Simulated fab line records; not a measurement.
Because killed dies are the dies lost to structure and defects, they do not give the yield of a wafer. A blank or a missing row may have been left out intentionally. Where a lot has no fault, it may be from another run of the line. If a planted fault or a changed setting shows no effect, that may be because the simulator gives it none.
Chamber matching || flow n5 finfet || N5_BEOL_M1_DESCUM_16 on rie diel-06: 4 sister chambers
The step chemistry O2, time 7 s. 18 wafers are shown with their chamber, then 9 later ones without.

## EACH WAFER AND ITS CHAMBER
{"wafer": "L074.1", "chamber": 3, "showerhead plenum p Torr (Torr)": 1.99, "drypump motor current A (A)": 5.1, "throttle valve pct (%)": 20.42}
{"wafer": "L074.2", "chamber": 2, "showerhead plenum p Torr (Torr)": 2.20, "drypump motor current A (A)": 5.9, "throttle valve pct (%)": 20.12}
{"wafer": "L074.3", "chamber": 0, "showerhead plenum p Torr (Torr)": 2.14, "drypump motor current A (A)": 5.4, "throttle valve pct (%)": 20.11}
{"wafer": "L077.2", "chamber": 2, "showerhead plenum p Torr (Torr)": 2.20, "drypump motor current A (A)": 5.9, "throttle valve pct (%)": 20.14}
{"wafer": "L077.3", "chamber": 0, "showerhead plenum p Torr (Torr)": 2.14, "drypump motor current A (A)": 5.4, "throttle valve pct (%)": 20.10}
{"wafer": "L077.6", "chamber": 3, "showerhead plenum p Torr (Torr)": 1.99, "drypump motor current A (A)": 5.1, "throttle valve pct (%)": 20.43}
{"wafer": "L080.1", "chamber": 2, "showerhead plenum p Torr (Torr)": 2.20, "drypump motor current A (A)": 6.0, "throttle valve pct (%)": 20.12}
{"wafer": "L080.2", "chamber": 3, "showerhead plenum p Torr (Torr)": 1.99, "drypump motor current A (A)": 5.1, "throttle valve pct (%)": 20.43}
{"wafer": "L080.6", "chamber": 1, "showerhead plenum p Torr (Torr)": 2.14, "drypump motor current A (A)": 6.0, "throttle valve pct (%)": 20.12}
{"wafer": "L083.1", "chamber": 1, "showerhead plenum p Torr (Torr)": 2.13, "drypump motor current A (A)": 6.0, "throttle valve pct (%)": 20.12}
{"wafer": "L083.3", "chamber": 2, "showerhead plenum p Torr (Torr)": 2.20, "drypump motor current A (A)": 6.0, "throttle valve pct (%)": 20.12}
{"wafer": "L083.5", "chamber": 3, "showerhead plenum p Torr (Torr)": 1.98, "drypump motor current A (A)": 5.1, "throttle valve pct (%)": 20.44}
{"wafer": "L084.1", "chamber": 2, "showerhead plenum p Torr (Torr)": 2.20, "drypump motor current A (A)": 5.9, "throttle valve pct (%)": 20.13}
{"wafer": "L084.2", "chamber": 3, "showerhead plenum p Torr (Torr)": 1.98, "drypump motor current A (A)": 5.1, "throttle valve pct (%)": 20.45}
{"wafer": "L084.5", "chamber": 3, "showerhead plenum p Torr (Torr)": 1.98, "drypump motor current A (A)": 5.1, "throttle valve pct (%)": 20.47}
{"wafer": "L086.1", "chamber": 3, "showerhead plenum p Torr (Torr)": 1.98, "drypump motor current A (A)": 5.1, "throttle valve pct (%)": 20.43}
{"wafer": "L086.4", "chamber": 2, "showerhead plenum p Torr (Torr)": 2.19, "drypump motor current A (A)": 6.0, "throttle valve pct (%)": 20.16}
{"wafer": "L086.5", "chamber": 1, "showerhead plenum p Torr (Torr)": 2.13, "drypump motor current A (A)": 5.9, "throttle valve pct (%)": 20.13}

SIGNATURES (averages over the wafers above)
{"reading": "showerhead plenum p Torr", "chamber 0": 2.1400, "chamber 1": 2.1333, "chamber 2": 2.1983, "chamber 3": 1.9843, "scatter within a chamber": 0.00479}
{"reading": "drypump motor current A", "chamber 0": 5.400, "chamber 1": 5.967, "chamber 2": 5.950, "chamber 3": 5.100, "scatter within a chamber": 0.0393}
{"reading": "throttle valve pct", "chamber 0": 20.1050, "chamber 1": 20.1233, "chamber 2": 20.1317, "chamber 3": 20.4386, "scatter within a chamber": 0.0148}
Rule: a wafer's distance from a chamber is the root of the sum, over the readings, of the square of ((its reading less the chamber's mean) divided by the reading's scatter). If the next closest chamber is less than 2 further off than the closest, the wafer can't be placed; otherwise it belongs to the closest. The scatter is the square root of a quotient: the sum, over the shown wafers, of each reading's squared deviation from its chamber's mean, divided by wafers minus chambers.

## WAFERS WITH NO CHAMBER GIVEN
{"wafer": "L090.1", "showerhead plenum p Torr (Torr)": 2.13, "drypump motor current A (A)": 5.5, "throttle valve pct (%)": 20.14}
{"wafer": "L090.4", "showerhead plenum p Torr (Torr)": 1.98, "drypump motor current A (A)": 5.1, "throttle valve pct (%)": 20.46}
{"wafer": "L090.5", "showerhead plenum p Torr (Torr)": 2.13, "drypump motor current A (A)": 6.0, "throttle valve pct (%)": 20.14}
{"wafer": "L089.1", "showerhead plenum p Torr (Torr)": 1.98, "drypump motor current A (A)": 5.1, "throttle valve pct (%)": 20.45}
{"wafer": "L089.2", "showerhead plenum p Torr (Torr)": 2.13, "drypump motor current A (A)": 5.5, "throttle valve pct (%)": 20.16}
{"wafer": "L089.5", "showerhead plenum p Torr (Torr)": 2.13, "drypump motor current A (A)": 5.5, "throttle valve pct (%)": 20.17}
{"wafer": "L092.1", "showerhead plenum p Torr (Torr)": 2.13, "drypump motor current A (A)": 5.5, "throttle valve pct (%)": 20.14}
{"wafer": "L092.3", "showerhead plenum p Torr (Torr)": 2.13, "drypump motor current A (A)": 6.0, "throttle valve pct (%)": 20.14}
{"wafer": "L092.5", "showerhead plenum p Torr (Torr)": 2.13, "drypump motor current A (A)": 5.4, "throttle valve pct (%)": 20.15}

## WHICH CHAMBER EACH WENT THROUGH
{"wafer": "L090.1", "from the rows above": 0, "in truth": 0}
{"wafer": "L090.4", "from the rows above": 3, "in truth": 3}
{"wafer": "L090.5", "from the rows above": 1, "in truth": 1}
{"wafer": "L089.1", "from the rows above": 3, "in truth": 3}
{"wafer": "L089.2", "from the rows above": 0, "in truth": 0}
{"wafer": "L089.5", "from the rows above": 0, "in truth": 0}
{"wafer": "L092.1", "from the rows above": 0, "in truth": 0}
{"wafer": "L092.3", "from the rows above": 1, "in truth": 1}
{"wafer": "L092.5", "from the rows above": 0, "in truth": 0}
Correct placement for 9 of the 9. Number that these rows cannot place: 0. Wrongly placed: 0.
